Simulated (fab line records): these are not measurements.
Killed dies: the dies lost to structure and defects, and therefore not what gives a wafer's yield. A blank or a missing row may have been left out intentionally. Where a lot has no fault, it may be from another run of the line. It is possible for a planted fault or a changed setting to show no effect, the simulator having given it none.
A lot that was struck, set against a sound lot || flow n5 finfet || 15 out of 1938 route steps
Sound: the wafers L692.2, L692.5. Struck: wafer L704.4 (L704.3, L704.5, from the same lot, were not struck and are left out); the cause is given at the end.
Per side, at each step with rows, come the tool, then ch with its chambers, and then its first start. Under that, the readings that differ: sound wafers || struck wafers || difference of the means || sigmas: that difference in standard deviations of wafers without a fault.
alike: words and numbers the same on both sides, and readings whose means are apart by under 2 such deviations; not compared: readings that were withheld, readings missing a value for some wafer, numbers with overlapping values and no deviation given by the record, and bounds like >300 which may hide the same value.
Wherever a step has rows on one side only, a row that says differs or no value, or a row with sigmas, the two part there. Numbers that don't overlap but have no deviation are shown without sigmas and don't part them. A reading that every wafer of one side lacks parts them only if that side has two wafers or more.

N5_BEOL_M10_OCD_MEAS_38:
  sound: ocd-01 at day 10 05:00; struck: ocd-01 at day 13 10:27
{"reading": "trench depth nm (nm)", "sound": "146.8 148.0", "struck": 153.2, "difference": "+5.8", "sigmas": "+2"}
then, 4 steps without rows for these wafers: N5_BEOL_M10_HM_STRIP_39 (strips TiN in peroxide tin strip, target depth 25 nm, time 158 s); N5_BEOL_M10_SRD_40 (time 30 s); N5_BEOL_M10_PRECLEAN_42 (cleans in residue remover, time 60 s); N5_BEOL_M10_SRD_43 (time 30 s).
N5_BEOL_M10_CD_MEAS_35: the cd target is 70 nm.
  sound: cd sem-01 at day 10 05:09; struck: cd sem-02 at day 13 10:37
  alike: cd nm
N5_BEOL_M10_CURE_72: cures SiCOH lowk, time 120 s.
  sound on uv cure-01 ch 2, day 10 05:29; struck on uv cure-01 ch 2, day 13 10:44
  alike: lamp power pct, wafer_temp_C_max
N5_BEOL_M10_DEGAS_44: time 60 s.
  sound: pvd sputter-03 at day 10 05:47; struck: pvd sputter-01 at day 13 11:00
  alike: heater power w
N5_BEOL_M10_PRE_CLEAN_45: time 30 s.
  sound: pvd sputter-03 at day 10 05:49; struck: pvd sputter-01 at day 13 11:02
{"reading": "heater power w (W)", "sound": "385 355", "struck": 316, "difference": -54, "sigmas": -2}
N5_BEOL_M10_ALD_74: deposits TaN, target thk 2 nm, pulse time 2 s, purge time 3 s.
  sound on ald metal-02 ch 0,1, day 10 06:01; struck on ald metal-03 ch 0, day 13 11:07
  alike: heater power w
N5_BEOL_M10_SURFACE_TREAT_76:
  sound: pvd sputter-01 at day 10 06:17; struck: pvd sputter-01 at day 13 11:23
  not compared: throttle valve pct
then, 1 step without rows for these wafers: N5_BEOL_M10_CVD_75 (deposits Co from CCTBA/H2, target thk 2 nm, time 138.9 s).
N5_BEOL_M10_SPUTTER_48: material Cu, target thk 12 nm, time 2 s.
  sound: pvd sputter-02 at day 10 06:41; struck: pvd sputter-02 at day 13 11:35
{"reading": "cathode dc power W (W)", "sound": "25998 26000", "struck": 31534, "difference": "+5535", "sigmas": "+99 or more"}
  alike: throttle valve pct
then, 1 step without rows for these wafers: N5_BEOL_M10_ECD_50 (material Cu, target thk 318 nm).
N5_PASSIVATION_PROBE_49:
  record: rows for the struck wafers here (prober-01, day 15 09:36), none for the sound ones

WHERE THEY PART
First at N5_BEOL_M10_OCD_MEAS_38; last, within this record, at N5_PASSIVATION_PROBE_49.

WHY: what the simulator had put in
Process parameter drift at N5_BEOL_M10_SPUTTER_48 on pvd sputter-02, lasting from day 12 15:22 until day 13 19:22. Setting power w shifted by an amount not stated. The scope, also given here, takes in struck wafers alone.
